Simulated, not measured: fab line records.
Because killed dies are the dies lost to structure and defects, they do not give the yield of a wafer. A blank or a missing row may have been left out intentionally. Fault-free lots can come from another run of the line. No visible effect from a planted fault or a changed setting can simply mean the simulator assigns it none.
Which tool did it? ; flow n5 finfet ; 10 lots with 26 wafers sampled at 7 steps, on a route of 1938 steps

== WHAT EACH GAUGE READ, for each wafer ==
N5_BEOL_M4_RC_MEAS_101.
lot;measured;on;DIBL_N (mV/V);DIBL_P (mV/V);IOFF_N (nA/um);IOFF_P (nA/um);ION_N (uA/um);ION_P (uA/um);SS_N (mV/dec);SS_P (mV/dec);VT_N (mV);VT_P (mV)
L359;day 8 18:25;prober-01;36.5 34.8;36.3 33.8;0.15 0.11;0.22 0.18;686 627;466 440;71.0 71.2;72.7 73.0;247 259;-249 -257
L361;day 10 12:07;prober-02;37.2 38.7;36.4 39.8;0.19 0.22;0.25 0.33;657 654;448 455;73.0 72.3;74.4 75.3;248 247;-247 -245
L362;day 10 17:19;prober-01;38.7 35.7 39.7;37.6 36.6 41.8;0.22 0.16 0.26;0.29 0.28 0.42;687 683 714;473 483 495;72.3 71.7 71.7;73.4 73.1 74.6;246 250 241;-240 -239 -238
L360;day 10 23:06;prober-02;37.6 36.1 33.2;38.8 35.6 33.2;0.21 0.16 0.12;0.33 0.25 0.21;691 686 656;477 481 464;71.3 71.6 70.8;73.8 73.1 72.4;246 251 256;-242 -244 -247
L365;day 11 07:29;prober-02;35.6 37.0 36.9;35.1 36.9 38.0;0.13 0.18 0.17;0.18 0.21 0.23;666 692 677;454 466 465;71.5 71.9 70.9;73.4 73.4 74.2;254 247 249;-254 -249 -249
L366;day 11 19:10;prober-01;33.6 34.4 34.4;34.8 35.8 36.2;0.13 0.15 0.14;0.18 0.20 0.22;650 683 651;443 464 454;72.0 72.2 71.8;73.4 73.1 73.4;253 248 253;-252 -250 -252
L377;day 14 05:27;prober-02;36.8 38.1;36.9 38.4;0.18 0.19;0.24 0.25;689 679;468 463;71.7 72.0;72.9 73.9;245 246;-248 -245
L374;day 14 09:50;prober-01;38.8 38.0 38.1;38.8 36.3 37.9;0.24 0.21 0.20;0.27 0.22 0.25;700 649 688;478 447 467;71.9 73.6 72.5;74.3 74.4 73.7;243 248 245;-243 -251 -247
L379;day 14 19:58;prober-02;35.2 35.0 36.6;34.1 34.6 36.3;0.15 0.14 0.17;0.20 0.20 0.23;683 675 689;464 466 470;71.3 71.2 72.5;72.3 72.1 73.7;249 251 249;-251 -250 -249
L381;day 15 13:28;prober-01;33.5 34.1;34.5 34.9;0.12 0.14;0.19 0.20;652 674;459 470;71.2 70.4;72.9 71.8;255 248;-249 -249

N5_BEOL_M12_THK_MEAS_50: measures by xrf.
lot;measured;on;M12_THK (nm)
L359;day 11 14:29;film metro-01;316 308
L361;day 13 17:34;film metro-01;303 307
L362;day 13 16:59;film metro-01;322 305 322
L360;day 13 22:43;film metro-01;317 316 312
L365;day 14 08:31;film metro-02;333 313 318
L366;day 15 00:47;film metro-01;317 328 317
L377;day 17 01:38;film metro-01;323 313
L374;day 17 03:36;film metro-02;316 316 316
L379;day 17 20:59;film metro-01;313 326 311
L381;day 18 15:24;film metro-01;323 317

N5_BEOL_M13_THK_MEAS_01.
lot;measured;on;M13_ILD_THK (nm)
L359;day 11 14:49;film metro-01;856 857
L361;day 13 17:54;film metro-01;840 858
L362;day 13 17:38;film metro-01;1675 1689 1723
L360;day 13 23:03;film metro-01;835 856 852
L365;day 14 09:16;film metro-02;1712 1693 1705
L366;day 15 01:26;film metro-01;1672 1695 1706
L377;day 17 01:59;film metro-02;836 846
L374;day 17 04:02;film metro-01;840 833 844
L379;day 17 21:20;film metro-02;836 834 835
L381;day 18 15:44;film metro-01;849 855

N5_BEOL_M13_CD_MEAS_17 targets a cd of 190 nm.
lot;measured;on;cd nm (nm)
L359;day 11 16:01;cd sem-01;192.7 189.4
L361;day 13 18:58;cd sem-02;191.8 188.5
L362;day 13 18:36;cd sem-02;277.6 281.2 287.6
L360;day 14 00:38;cd sem-02;187.1 193.8 190.5
L365;day 14 10:11;cd sem-03;284.0 282.4 280.7
L366;day 15 02:22;cd sem-02;280.3 281.7 283.4
L377;day 17 03:01;cd sem-01;189.9 189.4
L374;day 17 04:59;cd sem-01;191.8 193.6 189.5
L379;day 17 22:41;cd sem-01;190.3 192.8 189.7
L381;day 18 16:40;cd sem-03;192.9 193.4

== TOOL THAT RAN EACH LOT (tool first, then ch and the chambers of the sampled wafers, then the start) ==
lot;N5_BEOL_M12_DEP_53;N5_BEOL_M13_ILD_DEP_00;N5_BEOL_M13_DESCUM_15
L359;pecvd-04 ch 0,2, day 11 14:33;pecvd-02 ch 0,1, day 11 14:40;rie diel-06 ch 0,2, day 11 15:29
L361;pecvd-01 ch 0,1, day 13 17:37;pecvd-03 ch 0, day 13 17:45;rie diel-01 ch 1,2, day 13 18:26
L362;pecvd-04 ch 0,1,2, day 13 17:03;pecvd-04 ch 0,1,2, day 13 17:10;rie diel-05 ch 0,2, day 13 18:02
L360;pecvd-01 ch 0,2, day 13 22:47;pecvd-03 ch 0,2, day 13 22:54;rie diel-01 ch 1,2, day 14 00:02
L365;pecvd-02 ch 1,2, day 14 08:35;pecvd-04 ch 0,2, day 14 08:43;rie diel-06 ch 0,1,3, day 14 09:39
L366;pecvd-02 ch 0,1, day 15 00:51;pecvd-04 ch 0,2, day 15 00:59;rie diel-01 ch 0,1, day 15 01:50
L377;pecvd-01 ch 0,2, day 17 01:42;pecvd-03 ch 1,2, day 17 01:50;rie diel-05 ch 1,2, day 17 02:29
L374;pecvd-04 ch 0,2, day 17 03:41;pecvd-04 ch 0,2, day 17 03:49;rie diel-05 ch 0,1,3, day 17 04:27
L379;pecvd-01 ch 0,1, day 17 21:03;pecvd-02 ch 0,1,2, day 17 21:11;rie diel-06 ch 0,1, day 17 22:09
L381;pecvd-02 ch 0,2, day 18 15:28;pecvd-03 ch 0,2, day 18 15:35;rie diel-05 ch 1,3, day 18 16:08
- N5_BEOL_M12_DEP_53: deposits SiCN from 3MS/NH3, target thk 30 nm, time 10.5 s.
- N5_BEOL_M13_ILD_DEP_00: deposits SiOC from DEMS/O2, target thk 837.92 nm, time 166.4 s.
- N5_BEOL_M13_DESCUM_15: chemistry O2, time 7.9 s.

== AS READ BY THE TOOLS THEMSELVES (means over the sampled wafers that have a number; for cases with no such wafer, the mark the record gives instead) ==
N5_BEOL_M12_DEP_53.
lot;tool;showerhead plenum p Torr (Torr);throttle valve pct (%)
L359;pecvd-04;4.131;17.1
L361;pecvd-01;4.174;19.4
L362;pecvd-04;4.149;17.9
L360;pecvd-01;4.171;18.7
L365;pecvd-02;4.166;18.7
L366;pecvd-02;4.179;18.8
L377;pecvd-01;4.165;18.6
L374;pecvd-04;4.127;17.1
L379;pecvd-01;4.176;19.6
L381;pecvd-02;4.175;17.9

N5_BEOL_M13_ILD_DEP_00.
lot;tool;heater power w (W);showerhead plenum p Torr (Torr);throttle valve pct (%)
L359;pecvd-02;438;5.700;12.4
L361;pecvd-03;422;5.714;11.9
L362;pecvd-04;534;5.691;12.0
L360;pecvd-03;457;5.705;11.7
L365;pecvd-04;576;5.677;11.4
L366;pecvd-04;534;5.680;11.4
L377;pecvd-03;458;5.696;12.0
L374;pecvd-04;595;5.681;11.4
L379;pecvd-02;463;5.709;12.1
L381;pecvd-03;492;5.708;11.9

N5_BEOL_M13_DESCUM_15.
lot;tool;drypump motor current A (A);oes product au (a.u.);rf vpp V (V);showerhead plenum p Torr (Torr);temp c (C);throttle valve pct (%)
L359;rie diel-06;5.94;0.74;243.2;2.09;40.08;20.5
L361;rie diel-01;5.88;0.74;243.9;2.12;39.80;20.5
L362;rie diel-05;5.70;0.89;242.1;2.08;39.99;20.6
L360;rie diel-01;5.97;0.76;244.4;2.10;40.00;20.4
L365;rie diel-06;5.86;0.73;243.1;2.09;39.91;20.3
L366;rie diel-01;5.82;0.77;242.3;2.05;39.96;20.2
L377;rie diel-05;5.41;0.79;241.6;2.02;39.96;20.8
L374;rie diel-05;5.57;0.71;241.8;2.01;40.01;20.5
L379;rie diel-06;6.01;0.77;244.3;2.16;39.96;20.2
L381;rie diel-05;5.46;0.71;242.6;1.98;40.09;20.5

== THE ANSWER, worked out from the rows above alone ==
Rule: the usual values come from the lots themselves. Put in order of their means at a reading, lots are off if they are a third of the lots or fewer, leave a main group of 4 or more, and stand apart from it by a gap of 3 or more times the standard deviation of the main group's means; of several such gaps the widest counts. A main group whose means are all the same, to the digits that the tables above print for the reading, isn't used. Also off: a lot with no number at a reading for which 4 or more lots have one. Any other lot the step has rows for is counted as sound. First the gauges in route order, then the tools' own readings, where a lot's mean is used as printed above. The first step at which some lot is off is used, and at that step the reading that is off furthest; a lot without a number counts as furthest.
Off: L362, L365, L366, seen at N5_BEOL_M13_THK_MEAS_01 (M13_ILD_THK). Mean 846 nm and standard deviation 7.1 in the main group.
A tool fits if, at a process step before that reading, it ran every lot that is off, and no sound lot after the first of them. Not tried: the gauges at N5_BEOL_M13_THK_MEAS_01; whatever is off there is also off at N5_BEOL_M13_CD_MEAS_17, on other tools, and gauge error can't account for it. None of those tried fits.

== WHAT THE SIMULATOR HAD PUT IN ==
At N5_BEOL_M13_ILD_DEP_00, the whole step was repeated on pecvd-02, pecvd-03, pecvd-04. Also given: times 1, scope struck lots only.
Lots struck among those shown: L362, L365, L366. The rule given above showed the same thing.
